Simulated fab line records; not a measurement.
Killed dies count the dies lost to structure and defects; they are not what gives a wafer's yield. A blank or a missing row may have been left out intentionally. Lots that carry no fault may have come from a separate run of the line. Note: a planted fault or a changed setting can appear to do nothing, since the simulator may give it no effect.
fab line records | flow n5_finfet
[record] lots = 7 | wafers = 21
route steps=1938 shown WELL_APT@24 PMOS_HMC_CHANNEL_EPI@62 FIN_SAQP@147 DUMMY_GATE@220 SD_EPI_N@288
start_h: the number of hours between the record's first day and the start of the first shown wafer of the lot | wait_h: how many hours have passed since the lot's step before this one | " unchanged from the row above | L1.1+2: one row covering several wafers at once | - either no value or no given start | * or withheld: withheld | < > ~ a bound
route shown NAME@n: a module of which the file shows steps, and the number in the route of the first | usual: mean/standard deviation of fault-free wafers | same: alike in all rows | chamber/n: place in a boat | sites: each site's reading | _std_site: standard deviation of those values | _edge_site: inner sites' mean taken away from outer sites' mean | radius_mm: for every site, how far away it sits from the centre of the wafer | mask NAME#n: copy n | behind: the most recent tool/chamber to have shaped the wafer | hold: the reason the lot was held/the length of the hold in hours/how it ended | device: names the non-switching transistor (n, p or np) | end of line: the same wafers' tests at the end of the route | a step given without rows: its recipe and nothing more | killed: dies that structure and defects cost at the first sort, which is not the same as the wafer's yield | map: a wafer's dies, x killed, . not, _ none there
set.NAME: the setting that was run; set.NAME@STEP: the one run at that earlier step | model.NAME: the simulator's own value behind a step, which no gauge read
lots run with intentionally changed settings; tables by step, rows by wafer
[[steps]]
[step N5_WELL_APT_EXPOSE_05]
[recipe] mask_id = NWELL | na = 0.8 | source_shape = conventional | sigma_outer = 0.8 | polarization = unpolarized | defocus_nm = 0 | target_cd_nm = 200 | dose_mj = 20.3
lot.wafer  | tool           | chamber | start_h | wait_h | mask    | set.dose_mj
L077.1+4   | krf_scanner-01 | 0       | 31.53   | -      | NWELL#0 | 20.3
L077.3     | "              | 0       | "       | "      | NWELL#0 | 21.23
L078.1+2+4 | krf_scanner-02 | 0       | 37.51   | -      | NWELL#0 | 20.3
L079.1     | krf_scanner-01 | 0       | 43.51   | -      | NWELL#0 | 20.3
L079.2+6   | "              | 0       | "       | "      | NWELL#0 | 19.76
L082.2+4+5 | krf_scanner-01 | 0       | 61.64   | -      | NWELL#0 | 20.3
L083.1+6   | krf_scanner-01 | 0       | 67.41   | -      | NWELL#0 | 20.3
L083.2     | "              | 0       | "       | "      | NWELL#0 | 21.81
L087.1+2   | krf_scanner-02 | 0       | 91.66   | -      | NWELL#0 | 21.03
L087.4     | "              | 0       | "       | "      | NWELL#0 | 20.3
L089.1     | krf_scanner-02 | 0       | 103.39  | -      | NWELL#0 | 20.3
L089.2+4   | "              | 0       | "       | "      | NWELL#0 | 21.28
[step N5_WELL_APT_DEVELOP_07]
[recipe] develop_time_s = 45 | rinse_liquid = surfactant_rinse | dry = air_spin | dev_temp_c = 21
lot.wafer  | tool           | chamber | start_h | wait_h | set.develop_time_s
L077.1+3+4 | litho_track-02 | 0       | -       | -      | 45
L078.1+2+4 | litho_track-04 | 0       | -       | -      | 45
L079.1+2+6 | litho_track-01 | 0       | -       | -      | 45
L082.2+4+5 | litho_track-01 | 0       | -       | -      | 45
L083.1+2+6 | litho_track-02 | 0       | -       | -      | 45
L087.1+2+4 | litho_track-02 | 0       | -       | -      | 45
L089.1+4   | litho_track-01 | 0       | -       | -      | 47.66
L089.2     | "              | 0       | "       | "      | 45
[step N5_WELL_APT_HARDBAKE_12]
[recipe] temp_c = 130 | time_s = 120
[step N5_WELL_APT_CD_MEAS_08]
[recipe] target_cd_nm = 200 | landing_energy_ev = 500 | detector = se_inlens
[usual] cd_nm = 200.4/1.8
lot.wafer | tool      | chamber | start_h | wait_h | set.dose_mj@WELL_APT_EXPOSE_05 | cd_nm
L077.1    | cd_sem-02 | 0       | 31.70   | -      | 20.3                           | 203.9
L077.3    | "         | 0       | "       | "      | 21.23                          | 209.7
L077.4    | "         | 0       | "       | "      | 20.3                           | 200.4
L078.1    | cd_sem-01 | 0       | 37.68   | -      | 20.3                           | 200.4
L078.2    | "         | 0       | "       | "      | 20.3                           | 198.2
L078.4    | "         | 0       | "       | "      | 20.3                           | 200.6
L079.1    | cd_sem-01 | 0       | 43.68   | -      | 20.3                           | 202.2
L079.2    | "         | 0       | "       | "      | 19.76                          | 199.4
L079.6    | "         | 0       | "       | "      | 19.76                          | 199.5
L082.2    | cd_sem-01 | 0       | 61.81   | -      | 20.3                           | 198.2
L082.4    | "         | 0       | "       | "      | 20.3                           | 202.4
L082.5    | "         | 0       | "       | "      | 20.3                           | 198.8
L083.1    | cd_sem-03 | 0       | 67.58   | -      | 20.3                           | 198.5
L083.2    | "         | 0       | "       | "      | 21.81                          | 208.7
L083.6    | "         | 0       | "       | "      | 20.3                           | 200.5
L087.1    | cd_sem-01 | 0       | 91.83   | -      | 21.03                          | 203.6
L087.2    | "         | 0       | "       | "      | 21.03                          | 205.3
L087.4    | "         | 0       | "       | "      | 20.3                           | 201.1
L089.1    | cd_sem-02 | 0       | 103.56  | -      | 20.3                           | 199.9
L089.2    | "         | 0       | "       | "      | 21.28                          | 209.1
L089.4    | "         | 0       | "       | "      | 21.28                          | 206.6
[step N5_WELL_APT_DESCUM_13]
[recipe] chemistry = O2 | time_s = 7.9 | source_power_w = 50 | bias_power_w = 20 | pressure_mtorr = 20 | rf_frequency_hz = 2.712e+07 | temp_c = 40 | o2_flow_sccm = 225
lot.wafer | tool        | chamber | start_h | wait_h | set.dose_mj@WELL_APT_EXPOSE_05 | model.WELL_APT.cd_nm
L077.1    | rie_diel-06 | 1       | 31.79   | 0.0    | 20.3                           | 203.7
L077.3    | "           | 0       | "       | "      | 21.23                          | 209.8
L077.4    | "           | 3       | "       | "      | 20.3                           | 200.5
L078.1    | rie_diel-04 | 0       | 38.14   | 0.4    | 20.3                           | 199.7
L078.2    | "           | 1       | "       | "      | 20.3                           | 198
L078.4    | "           | 2       | "       | "      | 20.3                           | 200.7
L079.1    | rie_diel-04 | 1       | 43.77   | 0.0    | 20.3                           | 202.1
L079.2    | "           | 2       | "       | "      | 19.76                          | 199.8
L079.6    | "           | 3       | "       | "      | 19.76                          | 199.4
L082.2    | rie_diel-04 | 2       | 61.97   | 0.1    | 20.3                           | 198.1
L082.4    | "           | 1       | "       | "      | 20.3                           | 202.2
L082.5    | "           | 3       | "       | "      | 20.3                           | 198.7
L083.1    | rie_diel-05 | 2       | 68.64   | 1.0    | 20.3                           | 198.4
L083.2    | "           | 3       | "       | "      | 21.81                          | 209
L083.6    | "           | 0       | "       | "      | 20.3                           | 200.5
L087.1    | rie_diel-05 | 3       | 91.92   | 0.0    | 21.03                          | 203.7
L087.2    | "           | 0       | "       | "      | 21.03                          | 205.7
L087.4    | "           | 1       | "       | "      | 20.3                           | 201.4
L089.1    | rie_diel-05 | 0       | 103.73  | 0.1    | 20.3                           | 200.1
L089.2    | "           | 2       | "       | "      | 21.28                          | 209.2
L089.4    | "           | 1       | "       | "      | 21.28                          | 206.8
[step N5_PMOS_HMC_CHANNEL_EPI_EXPOSE_06]
[recipe] mask_id = PMOS_HMC_BLK | na = 1.35 | source_shape = conventional | sigma_outer = 0.8 | polarization = unpolarized | target_cd_nm = 240 | dose_mj = 41
lot.wafer  | tool            | chamber | start_h | wait_h | mask           | set.dose_mj
L077.1+3+4 | arfi_scanner-03 | 0       | 35.21   | -      | PMOS_HMC_BLK#0 | 41
L078.1     | arfi_scanner-03 | 0       | 41.40   | -      | PMOS_HMC_BLK#0 | 41
L078.2+4   | "               | 0       | "       | "      | PMOS_HMC_BLK#0 | 42.72
L079.1     | arfi_scanner-02 | 0       | 46.87   | -      | PMOS_HMC_BLK#0 | 43.41
L079.2+6   | "               | 0       | "       | "      | PMOS_HMC_BLK#0 | 41
L082.2+4+5 | arfi_scanner-03 | 0       | 65.92   | -      | PMOS_HMC_BLK#0 | 41
L083.1+2   | arfi_scanner-03 | 0       | 71.95   | -      | PMOS_HMC_BLK#0 | 41
L083.6     | "               | 0       | "       | "      | PMOS_HMC_BLK#0 | 43.92
L087.1+2+4 | arfi_scanner-02 | 0       | 95.05   | -      | PMOS_HMC_BLK#0 | 41
L089.1+2+4 | arfi_scanner-01 | 0       | 107.93  | -      | PMOS_HMC_BLK#0 | 41
[step N5_PMOS_HMC_CHANNEL_EPI_PEB_07]
[recipe] peb_temp_c = 110 | peb_time_s = 60 | resist = CAR-ArF-block
[step N5_PMOS_HMC_CHANNEL_EPI_DEVELOP_08]
[recipe] develop_time_s = 30 | developer = TMAH | resist = CAR-ArF-block | dev_temp_c = 23 | rinse_liquid = diw | dry = air_spin
[step N5_PMOS_HMC_CHANNEL_EPI_CD_MEAS_09]
[recipe] target_cd_nm = 237.4 | landing_energy_ev = 500 | detector = se_inlens
[usual] cd_nm = 236.9/1.2
lot.wafer | tool      | chamber | start_h | wait_h | set.dose_mj@PMOS_HMC_CHANNEL_EPI_EXPOSE_06 | cd_nm
L077.1    | cd_sem-03 | 0       | 35.33   | -      | 41                                         | 234.3
L077.3    | "         | 0       | "       | "      | 41                                         | 236.0
L077.4    | "         | 0       | "       | "      | 41                                         | 235.7
L078.1    | cd_sem-01 | 0       | 41.52   | -      | 41                                         | 237.8
L078.2    | "         | 0       | "       | "      | 42.72                                      | 240.4
L078.4    | "         | 0       | "       | "      | 42.72                                      | 240.9
L079.1    | cd_sem-02 | 0       | 47.00   | -      | 43.41                                      | 241.0
L079.2    | "         | 0       | "       | "      | 41                                         | 236.5
L079.6    | "         | 0       | "       | "      | 41                                         | 235.9
L082.2    | cd_sem-03 | 0       | 66.04   | -      | 41                                         | 238.6
L082.4    | "         | 0       | "       | "      | 41                                         | 237.4
L082.5    | "         | 0       | "       | "      | 41                                         | 238.0
L083.1    | cd_sem-02 | 0       | 72.07   | -      | 41                                         | 235.8
L083.2    | "         | 0       | "       | "      | 41                                         | 235.1
L083.6    | "         | 0       | "       | "      | 43.92                                      | 241.7
L087.1    | cd_sem-03 | 0       | 95.17   | -      | 41                                         | 240.0
L087.2    | "         | 0       | "       | "      | 41                                         | 239.9
L087.4    | "         | 0       | "       | "      | 41                                         | 238.5
L089.1    | cd_sem-03 | 0       | 108.05  | -      | 41                                         | 236.1
L089.2    | "         | 0       | "       | "      | 41                                         | 235.4
L089.4    | "         | 0       | "       | "      | 41                                         | 237.6
[step N5_PMOS_HMC_CHANNEL_EPI_DESCUM_14]
[recipe] chemistry = O2 | time_s = 7.9 | source_power_w = 50 | bias_power_w = 20 | pressure_mtorr = 20 | rf_frequency_hz = 2.712e+07 | temp_c = 40 | resist = CAR-ArF-block | o2_flow_sccm = 225
lot.wafer | tool        | chamber | start_h | wait_h | set.dose_mj@PMOS_HMC_CHANNEL_EPI_EXPOSE_06 | model.PMOS_HMC_CHANNEL_EPI.cd_nm
L077.1    | rie_diel-03 | 3       | 35.42   | 0.0    | 41                                         | 234.4
L077.3    | "           | 2       | "       | "      | 41                                         | 236.1
L077.4    | "           | 0       | "       | "      | 41                                         | 235.3
L078.1    | rie_diel-02 | 0       | 41.65   | 0.1    | 41                                         | 238.3
L078.2+4  | "           | 3,1     | "       | "      | 42.72                                      | 240.6
L079.1    | rie_diel-02 | 0       | 47.09   | 0.0    | 43.41                                      | 241
L079.2    | "           | 1       | "       | "      | 41                                         | 236.4
L079.6    | "           | 0       | "       | "      | 41                                         | 236
L082.2    | rie_diel-01 | 2       | 66.19   | 0.1    | 41                                         | 238.7
L082.4    | "           | 0       | "       | "      | 41                                         | 237.4
L082.5    | "           | 2       | "       | "      | 41                                         | 238
L083.1    | rie_diel-02 | 1       | 72.16   | 0.0    | 41                                         | 235.8
L083.2    | "           | 0       | "       | "      | 41                                         | 235.2
L083.6    | "           | 1       | "       | "      | 43.92                                      | 241.7
L087.1    | rie_diel-03 | 2       | 95.26   | 0.0    | 41                                         | 239.7
L087.2    | "           | 3       | "       | "      | 41                                         | 239.9
L087.4    | "           | 0       | "       | "      | 41                                         | 238.8
L089.1    | rie_diel-02 | 3       | 108.14  | 0.0    | 41                                         | 236.3
L089.2    | "           | 1       | "       | "      | 41                                         | 235.2
L089.4    | "           | 2       | "       | "      | 41                                         | 237.1
[step N5_FIN_SAQP_FIN_ETCH_36]
[recipe] chemistry = HBr/Cl2/O2 | target_depth_a = 1200 | mask_material = SiNx | time_s = 50.4 | bias_w = 102 | pressure_mtorr = 10 | icp_w = 800 | HBr_flow_sccm = 150 | Cl2_flow_sccm = 80 | O2_flow_sccm = 12
[usual] oes_product_au = 1.012/0.021
lot.wafer | tool      | chamber | start_h | wait_h | set.icp_w | oes_product_au | model.FIN_SAQP.feature_depth_nm | model.etch.depth_nm
L077.1    | rie_si-03 | 0       | 44.39   | 0.0    | 877.5     | 1.018          | 122.2                           | 122.1
L077.3    | "         | 2       | "       | "      | 877.5     | 1.047          | 125.4                           | 125.4
L077.4    | "         | 1       | "       | "      | 800       | 0.989          | 119.4                           | 119.5
L078.1    | rie_si-06 | 1       | 49.94   | 0.0    | 800       | 1.035          | 122.6                           | 122.6
L078.2    | "         | 0       | "       | "      | 800       | 1.016          | 125.2                           | 125.2
L078.4    | "         | 3       | "       | "      | 884       | 1.070          | 130.6                           | 130.6
L079.1    | rie_si-05 | 3       | 55.80   | 0.0    | 695.5     | 0.936          | 111.2                           | 111.3
L079.2    | "         | 0       | "       | "      | 800       | 1.036          | 124.2                           | 124.1
L079.6    | "         | 3       | "       | "      | 695.5     | 0.922          | 111.2                           | 111.3
L082.2    | rie_si-06 | 0       | 76.09   | 0.0    | 800       | 1.013          | 124.8                           | 124.9
L082.4    | "         | 1       | "       | "      | 800       | 1.024          | 122                             | 121.9
L082.5    | "         | 3       | "       | "      | 800       | 1.035          | 124.6                           | 124.6
L083.1    | rie_si-05 | 0       | 80.81   | 0.0    | 879.1     | 1.065          | 130.4                           | 130.3
L083.2    | "         | 3       | "       | "      | 879.1     | 1.021          | 125.6                           | 125.5
L083.6    | "         | 2       | "       | "      | 800       | 0.996          | 118.4                           | 118.4
L087.1    | rie_si-06 | 2       | 103.93  | 0.0    | 875.7     | 1.040          | 129.4                           | 129.3
L087.2    | "         | 3       | "       | "      | 800       | 1.023          | 123.6                           | 123.6
L087.4    | "         | 0       | "       | "      | 875.7     | 1.053          | 130                             | 130
L089.1    | rie_si-03 | 2       | 116.92  | 0.0    | 800       | 1.001          | 118.8                           | 118.8
L089.2    | "         | 1       | "       | "      | 800       | 0.985          | 119.2                           | 119.2
L089.4    | "         | 0       | "       | "      | 800       | 0.983          | 118.2                           | 118.3
[step N5_FIN_SAQP_PRECLEAN_38]
[recipe] chemistry = O3/DIW | time_s = 45 | temp_c = 22 | o3_ppm = 10
[step N5_FIN_SAQP_PRECLEAN_45]
[recipe] chemistry = dHF | time_s = 10 | dilution = 500:1 | temp_c = 25
[step N5_FIN_SAQP_SRD_39]
[recipe] dry = ipa_marangoni | time_s = 30 | temp_c = 23 | rinse_liquid = diw
[step N5_FIN_SAQP_OCD_MEAS_76]
[usual] trench_depth_nm = 122.3/2.8
lot.wafer | tool   | chamber | start_h | wait_h | set.icp_w@FIN_SAQP_FIN_ETCH_36 | trench_depth_nm
L077.1    | ocd-02 | -       | 44.61   | 0.0    | 877.5                          | 122.3
L077.3    | "      | -       | "       | "      | 877.5                          | 125.6
L077.4    | "      | -       | "       | "      | 800                            | 119.5
L078.1    | ocd-02 | -       | 50.16   | 0.0    | 800                            | 122.3
L078.2    | "      | -       | "       | "      | 800                            | 125.3
L078.4    | "      | -       | "       | "      | 884                            | 130.6
L079.1    | ocd-01 | -       | 56.02   | 0.0    | 695.5                          | 111.2
L079.2    | "      | -       | "       | "      | 800                            | 124.1
L079.6    | "      | -       | "       | "      | 695.5                          | 111.3
L082.2    | ocd-02 | -       | 76.32   | 0.0    | 800                            | 124.6
L082.4    | "      | -       | "       | "      | 800                            | 122.2
L082.5    | "      | -       | "       | "      | 800                            | 124.9
L083.1    | ocd-02 | -       | 81.03   | 0.0    | 879.1                          | 130.0
L083.2    | "      | -       | "       | "      | 879.1                          | 125.2
L083.6    | "      | -       | "       | "      | 800                            | 117.9
L087.1    | ocd-01 | -       | 104.19  | 0.0    | 875.7                          | 129.0
L087.2    | "      | -       | "       | "      | 800                            | 123.4
L087.4    | "      | -       | "       | "      | 875.7                          | 130.4
L089.1    | ocd-02 | -       | 117.14  | 0.0    | 800                            | 119.3
L089.2    | "      | -       | "       | "      | 800                            | 119.2
L089.4    | "      | -       | "       | "      | 800                            | 118.6
[step N5_DUMMY_GATE_HM_DEP_06]
[recipe] material = SiNx | target_thk_a = 800 | precursor = DCS/NH3 | temp_c = 700 | pressure_mtorr = 300 | time_s = 5141
lot.wafer | tool     | chamber | start_h | wait_h | set.time_s | model.SiNx_of_DUMMY_GATE_HM_DEP_06.thk_nm
L077.1    | -        | -       | -       | 0.0    | 5842       | 89
L077.3    | "        | -       | "       | "      | 5842       | 90.2
L077.4    | "        | -       | "       | "      | 5842       | 90
L078.1    | -        | -       | -       | 0.0    | 5829       | 90.2
L078.2+4  | "        | -       | "       | "      | 5829       | 90.4
L079.1    | -        | -       | -       | 0.0    | 4389       | 68.2
L079.2    | "        | -       | "       | "      | 4389       | 68.8
L079.6    | "        | -       | "       | "      | 4389       | 68.4
L082.2    | lpcvd-02 | 1/95    | 93.37   | 0.0    | 5141       | 79.6
L082.4    | "        | 1/104   | "       | "      | 5141       | 79.2
L082.5    | "        | 1/109   | "       | "      | 5141       | 79
L083.1+6  | -        | -       | -       | 0.0    | 5141       | 79
L083.2    | "        | -       | "       | "      | 5141       | 78.8
L087.1    | -        | -       | -       | 0.0    | 4764       | 74.6
L087.2+4  | "        | -       | "       | "      | 4764       | 73.8
L089.1    | -        | -       | -       | 0.0    | 5141       | 79.6
L089.2+4  | "        | -       | "       | "      | 5141       | 80.2
[step N5_DUMMY_GATE_COAT_28]
[recipe] resist = underlayer | temp_c = 205 | time_s = 60 | spin_rpm = 1500 | resist_thk_nm = 10
lot.wafer  | tool           | chamber | start_h | wait_h | set.spin_rpm | model.underlayer_of_DUMMY_GATE_COAT_28.thk_nm
L077.1+3   | litho_track-05 | 0       | -       | -      | 1383         | 10.4
L077.4     | "              | 0       | "       | "      | 1500         | 10
L078.1+4   | litho_track-04 | 0       | -       | -      | 1546         | 9.8
L078.2     | "              | 0       | "       | "      | 1500         | 10
L079.1+2   | litho_track-04 | 0       | -       | -      | 1356         | 10.6
L079.6     | "              | 0       | "       | "      | 1500         | 10
L082.2+4+5 | litho_track-05 | 0       | -       | -      | 1500         | 10
L083.1     | litho_track-04 | 0       | -       | -      | 1598         | 9.8
L083.2     | "              | 0       | "       | "      | 1598         | 9.6
L083.6     | "              | 0       | "       | "      | 1500         | 10
L087.1+2+4 | litho_track-05 | 0       | -       | -      | 1452         | 10.2
L089.1+4   | litho_track-04 | 0       | -       | -      | 1500         | 10
L089.2     | "              | 0       | "       | "      | 1636         | 9.6
[step N5_SD_EPI_N_EPI_21]
[recipe] material = Si:P | dopant = P | temp_c = 680 | pressure_torr = 255 | time_s = 690
lot.wafer | tool         | chamber | start_h | wait_h | set.time_s | model.Si-P_of_SD_EPI_N_EPI_21.thk_nm
L077.1    | epi_rpcvd-02 | 0       | 69.66   | 0.1    | 690        | 59.4
L077.3+4  | "            | 0       | "       | "      | 690        | 59.8
L078.1    | epi_rpcvd-04 | 0       | 75.75   | 0.1    | 690        | 58.8
L078.2    | "            | 0       | "       | "      | 690        | 59.2
L078.4    | "            | 0       | "       | "      | 690        | 59.8
L079.1    | epi_rpcvd-04 | 0       | 82.85   | 0.1    | 690        | 58.2
L079.2    | "            | 0       | "       | "      | 690        | 58.6
L079.6    | "            | 0       | 84.25   | 1.4    | 622.8      | 55.6
L082.2    | epi_rpcvd-04 | 0       | 102.06  | 0.4    | 690        | 59.4
L082.4    | "            | 0       | "       | "      | 690        | 60
L082.5    | "            | 0       | "       | "      | 690        | 59.6
L083.1    | epi_rpcvd-04 | 0       | 106.54  | 0.1    | 690        | 60.4
L083.2    | "            | 0       | "       | "      | 747.8      | 63.4
L083.6    | "            | 0       | 107.94  | 1.4    | 690        | 59.6
L087.1    | epi_rpcvd-02 | 0       | 128.35  | 0.1    | 690        | 59.2
L087.2    | "            | 0       | "       | "      | 690        | 58.6
L087.4    | "            | 0       | "       | "      | 690        | 58.8
L089.1    | epi_rpcvd-02 | 0       | 141.20  | 0.1    | 690        | 58.6
L089.2    | "            | 0       | "       | "      | 690        | 58.2
L089.4    | "            | 0       | "       | "      | 565        | 51
[step N5_SD_EPI_N_EPI_MEAS_23]
[recipe] mode = xrd
[usual] thk_nm = 59.0/1.3
lot.wafer | tool          | chamber | start_h | wait_h | set.time_s@SD_EPI_N_EPI_21 | thk_nm
L077.1    | film_metro-02 | -       | 71.37   | 1.4    | 690                        | 57.9
L077.3    | "             | -       | "       | "      | 690                        | 60.4
L077.4    | "             | -       | "       | "      | 690                        | 59.8
L078.1    | film_metro-02 | -       | 77.47   | 1.4    | 690                        | 58.8
L078.2    | "             | -       | "       | "      | 690                        | 60.1
L078.4    | "             | -       | "       | "      | 690                        | 60.3
L079.1    | film_metro-02 | -       | 84.56   | 1.4    | 690                        | 58.4
L079.2    | "             | -       | "       | "      | 690                        | 60.4
L079.6    | "             | -       | "       | "      | 622.8                      | 56.9
L082.2    | film_metro-02 | -       | 103.50  | 1.2    | 690                        | 60.3
L082.4    | "             | -       | "       | "      | 690                        | 59.0
L082.5    | "             | -       | "       | "      | 690                        | 59.0
L083.1    | film_metro-01 | -       | 108.26  | 1.4    | 690                        | 60.9
L083.2    | "             | -       | "       | "      | 747.8                      | 62.6
L083.6    | "             | -       | "       | "      | 690                        | 59.6
L087.1    | film_metro-02 | -       | 130.06  | 1.4    | 690                        | 59.7
L087.2    | "             | -       | "       | "      | 690                        | 58.3
L087.4    | "             | -       | "       | "      | 690                        | 58.0
L089.1    | film_metro-02 | -       | 142.93  | 1.5    | 690                        | 58.5
L089.2    | "             | -       | "       | "      | 690                        | 58.3
L089.4    | "             | -       | "       | "      | 565                        | 50.1
[step N5_SD_EPI_N_PRECLEAN_24]
[recipe] chemistry = O3/DIW | time_s = 60 | temp_c = 22 | o3_ppm = 10
lot.wafer | tool         | chamber | start_h | wait_h | set.time_s@SD_EPI_N_EPI_21 | model.Si-P_of_SD_EPI_N_EPI_21.thk_nm
L077.1    | wet_bench-05 | 3       | 71.41   | 0.0    | 690                        | 59
L077.3+4  | "            | 4,7     | "       | "      | 690                        | 59.4
L078.1    | wet_bench-03 | 4       | 77.51   | 0.0    | 690                        | 58.4
L078.2    | "            | 0       | "       | "      | 690                        | 58.8
L078.4    | "            | 2       | "       | "      | 690                        | 59.4
L079.1    | wet_bench-05 | 4       | 84.60   | 0.0    | 690                        | 57.8
L079.2    | "            | 3       | "       | "      | 690                        | 58.2
L079.6    | "            | 7       | "       | "      | 622.8                      | 55.2
L082.2    | wet_bench-03 | 7       | 103.53  | 0.0    | 690                        | 59
L082.4    | "            | 0       | "       | "      | 690                        | 59.6
L082.5    | "            | 1       | "       | "      | 690                        | 59.2
L083.1    | wet_bench-06 | 6       | 108.30  | 0.0    | 690                        | 60
L083.2    | "            | 2       | "       | "      | 747.8                      | 62.8
L083.6    | "            | 3       | "       | "      | 690                        | 59.2
L087.1    | wet_bench-03 | 5       | 130.10  | 0.0    | 690                        | 58.8
L087.2    | "            | 6       | "       | "      | 690                        | 58.2
L087.4    | "            | 3       | "       | "      | 690                        | 58.4
L089.1    | wet_bench-03 | 1       | 142.97  | 0.0    | 690                        | 58.2
L089.2    | "            | 3       | "       | "      | 690                        | 57.8
L089.4    | "            | 5       | "       | "      | 565                        | 50.6
[[key]]
[split] step = N5_WELL_APT_EXPOSE_05 | setting = dose_mj | stated = 20.3 | by = wafer
[response] step = N5_WELL_APT_CD_MEAS_08 | reading = cd_nm | change = +1.34 | per = 1% | r = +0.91
[response] step = N5_WELL_APT_DESCUM_13 | reading = model.WELL_APT.cd_nm | change = +1.36 | per = 1% | r = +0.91
[split] step = N5_WELL_APT_DEVELOP_07 | setting = develop_time_s | stated = 45 | by = wafer
response none clear
[split] step = N5_PMOS_HMC_CHANNEL_EPI_EXPOSE_06 | setting = dose_mj | stated = 41 | by = wafer
[response] step = N5_PMOS_HMC_CHANNEL_EPI_CD_MEAS_09 | reading = cd_nm | change = +0.824 | per = 1% | r = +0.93
[response] step = N5_PMOS_HMC_CHANNEL_EPI_DESCUM_14 | reading = model.PMOS_HMC_CHANNEL_EPI.cd_nm | change = +0.796 | per = 1% | r = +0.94
[split] step = N5_FIN_SAQP_FIN_ETCH_36 | setting = icp_w | stated = 800 | by = wafer
[response] step = N5_FIN_SAQP_FIN_ETCH_36 | reading = oes_product_au | change = +0.0053 | per = 1% | r = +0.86
[response] step = N5_FIN_SAQP_FIN_ETCH_36 | reading = model.FIN_SAQP.feature_depth_nm | change = +0.775 | per = 1% | r = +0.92
[response] step = N5_FIN_SAQP_FIN_ETCH_36 | reading = model.etch.depth_nm | change = +0.768 | per = 1% | r = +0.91
[response] step = N5_FIN_SAQP_OCD_MEAS_76 | reading = trench_depth_nm | change = +0.779 | per = 1% | r = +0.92
[split] step = N5_DUMMY_GATE_HM_DEP_06 | setting = time_s | stated = 5141 | by = lot
[response] step = N5_DUMMY_GATE_HM_DEP_06 | reading = model.SiNx_of_DUMMY_GATE_HM_DEP_06.thk_nm | change = +0.767 | per = 1% | r = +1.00
[split] step = N5_DUMMY_GATE_COAT_28 | setting = spin_rpm | stated = 1500 | by = wafer
[response] step = N5_DUMMY_GATE_COAT_28 | reading = model.underlayer_of_DUMMY_GATE_COAT_28.thk_nm | change = -0.0525 | per = 1% | r = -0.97
[split] step = N5_SD_EPI_N_EPI_21 | setting = time_s | stated = 690 | by = wafer
[response] step = N5_SD_EPI_N_EPI_21 | reading = model.Si-P_of_SD_EPI_N_EPI_21.thk_nm | change = +0.385 | per = 1% | r = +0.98
[response] step = N5_SD_EPI_N_EPI_MEAS_23 | reading = thk_nm | change = * | per = 1% | r = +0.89
[response] step = N5_SD_EPI_N_PRECLEAN_24 | reading = model.Si-P_of_SD_EPI_N_EPI_21.thk_nm | change = +0.381 | per = 1% | r = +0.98
